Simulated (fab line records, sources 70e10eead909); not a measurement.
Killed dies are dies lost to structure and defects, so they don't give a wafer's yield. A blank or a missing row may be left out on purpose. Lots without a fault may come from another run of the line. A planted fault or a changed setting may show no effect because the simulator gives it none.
Chamber matching | flow nand_harc | NHARC_A_SGD_CUT_DEP_00 on pecvd-04: 3 sister chambers
The step deposits SiNx, target thk 50 nm. 6 wafers are shown with their chamber, then 9 later ones without.

WAFERS WITH THEIR CHAMBER
wafer  | chamber | heater_power_w (W)
L085.4 | 1       | 597
L085.1 | 1       | 580
L085.5 | 2       | 666
L088.3 | 0       | 768
L088.5 | 0       | 749
L088.6 | 2       | 590

WAFERS WITHOUT THEIR CHAMBER
wafer  | heater_power_w (W)
L088.1 | 679
L088.2 | 608
L088.4 | 696
L090.1 | 581
L090.3 | 579
L090.6 | 607
L097.1 | 577
L097.3 | 682
L097.5 | 751

WHICH CHAMBER EACH WENT THROUGH
wafer  | from the rows above          | in truth
L088.1 | can't be placed: 2 or 0 or 1 | 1
L088.2 | can't be placed: 1 or 2      | 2
L088.4 | can't be placed: 0 or 2 or 1 | 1
L090.1 | can't be placed: 1 or 2      | 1
L090.3 | can't be placed: 1 or 2      | 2
L090.6 | can't be placed: 1 or 2      | 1
L097.1 | can't be placed: 1 or 2      | 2
L097.3 | can't be placed: 2 or 0 or 1 | 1
L097.5 | 0                            | 0
Placed correctly: 1 of 9. Can't be placed from these rows: 8 (the true chamber is among the candidates in 8). Placed wrongly: 0.
How it was worked out, from the rows above alone: a wafer's distance from a chamber is the root of the sum, over the readings, of the square of ((its reading less the chamber's mean) divided by the reading's scatter). The wafer belongs to the nearest chamber; if the next one is less than 2 further off, it can't be placed. A chamber's mean is the mean of its shown wafers. The scatter: the root of (the sum of the squares of (reading less its chamber's mean) over the shown wafers, divided by (wafers less chambers)).
